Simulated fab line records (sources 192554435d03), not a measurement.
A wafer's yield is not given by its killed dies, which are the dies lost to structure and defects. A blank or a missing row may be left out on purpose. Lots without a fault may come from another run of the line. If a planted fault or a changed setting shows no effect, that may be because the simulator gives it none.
The same fault as seen by 3 desks + flow n5-finfet + numbers are kept per desk, each desk with only its own; the story behind them comes last
Where a reading is given only as a bound, like >300, the bound stands for it, and a mean or a difference that rests on one is marked > or <: the true number lies beyond.

## THE DEFECT DESK
For each lot, the counts of the inspections along the route, averaged over the sampled wafers that have a number. A lot is out of limits, marked OUT, if its mean lies more than 4 standard deviations from the usual mean; the brackets give that distance.
Columns: A = raw-defect-count at N5_SD_EPI_N_INSPECT_26, usual 204; B = raw-defect-count at N5_SD_EPI_P_INSPECT_11, usual 2.1; C = raw-defect-count at N5_SD_EPI_P_INSPECT_26, usual 175; D = raw-defect-count at N5_SD_ACTIVATION_INSPECT_02, usual 175
| lot  | first seen here | A             | B                      | C             | D             |
|------|-----------------|---------------|------------------------|---------------|---------------|
| L367 | day 3 15:56     | 266           | 2.7                    | 182           | 190           |
| L375 | day 5 18:34     | 244           | 1.0                    | 186           | 193           |
| L379 | day 6 19:53     | 167           | 1.3                    | 148           | 143           |
| L380 | day 6 22:13     | 167           | 0.3                    | 144           | 156           |
| L381 | day 7 05:16     | 826 (+16) OUT | >300 (+99 or more) OUT | 782 (+16) OUT | 773 (+16) OUT |
| L382 | day 7 10:01     | 847 (+16) OUT | >300 (+99 or more) OUT | 833 (+18) OUT | 833 (+17) OUT |
| L388 | day 8 21:28     | 160           | 2.7                    | 159           | 166           |
This desk's finding: out of limits on L381, L382; first on L381, day 7 05:16 (raw-defect-count at N5_SD_EPI_N_INSPECT_26). L367, L375, L379, L380, L388 stayed within limits.

## METROLOGY DESK
What the gauges read for every lot (on any tool): the sampled wafers with a number, averaged. A lot is out of limits, marked OUT, if its mean lies more than 4 standard deviations from the usual mean; the brackets give that distance. 7 of its 10 readings are shown, namely those furthest out on some lot.
Columns: A = DIBL_P at N5_BEOL_M4_RC_MEAS_101, usual 36.2 mV/V; B = IOFF_N at N5_BEOL_M4_RC_MEAS_101, usual 0.157 nA/um; C = IOFF_P at N5_BEOL_M4_RC_MEAS_101, usual 0.206 nA/um; D = ION_N at N5_BEOL_M4_RC_MEAS_101, usual 673 uA/um; E = ION_P at N5_BEOL_M4_RC_MEAS_101, usual 461 uA/um; F = VT_N at N5_BEOL_M4_RC_MEAS_101, usual 249.9 mV; G = VT_P at N5_BEOL_M4_RC_MEAS_101, usual -250.6 mV
| lot  | first seen here | A    | B     | C     | D   | E   | F     | G      |
|------|-----------------|------|-------|-------|-----|-----|-------|--------|
| L367 | day 8 10:10     | 37.1 | 0.152 | 0.209 | 662 | 457 | 252.5 | -251.4 |
| L375 | day 9 23:08     | 35.2 | 0.140 | 0.185 | 664 | 457 | 251.4 | -251.6 |
| L379 | day 11 11:57    | 36.1 | 0.186 | 0.254 | 685 | 472 | 246.0 | -245.8 |
| L381 | day 11 15:38    | 36.2 | 0.150 | 0.208 | 663 | 458 | 250.1 | -250.4 |
| L380 | day 11 23:32    | 35.1 | 0.145 | 0.220 | 666 | 463 | 251.2 | -247.2 |
| L382 | day 12 04:47    | 36.9 | 0.165 | 0.200 | 670 | 458 | 248.8 | -253.0 |
| L388 | day 13 18:34    | 39.3 | 0.193 | 0.216 | 690 | 464 | 246.7 | -248.7 |
This desk's finding: nothing out of limits on any of the 7 lots.

## TOOL OWNER'S DESK, wet-bench-02
The tool's own readings at N5_SD_EPI_N_STRIP_18 (strips in SPM, time 750 s): means of the sampled wafers that have a number, for each lot that ran on this tool. A lot is out of limits, marked OUT, if its mean lies more than 4 standard deviations from the usual mean; the brackets give that distance.
Columns: A = bath-heat-duty-pct at N5_SD_EPI_N_STRIP_18, usual 15.2 %
| lot  | first seen here | A    |
|------|-----------------|------|
| L367 | day 3 12:52     | 14.4 |
| L375 | day 5 14:44     | 14.9 |
| L381 | day 7 02:12     | 14.8 |
| L382 | day 7 06:56     | 14.6 |
This desk's finding: nothing out of limits on any of the 4 lots.

## ALL TOGETHER
The defect desk could have raised an alarm at day 7 05:16, on L381, L382.
Nothing out of limits was seen by the metrology desk.
The desk of the tool owner found nothing out of limits.
The metrology desk holds a record of L381, L382, inside its limits.
The tool owner's desk has L381, L382 on record, within its limits.
Of the lots named, all ran N5_SD_EPI_N_STRIP_18 on wet-bench-02.

## WHAT THE SIMULATOR HAD PUT IN
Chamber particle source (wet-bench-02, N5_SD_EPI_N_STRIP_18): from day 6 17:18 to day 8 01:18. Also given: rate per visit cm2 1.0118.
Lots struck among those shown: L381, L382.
Hours from the fault's start to each desk's first reading out of limits: the defect desk, 12.
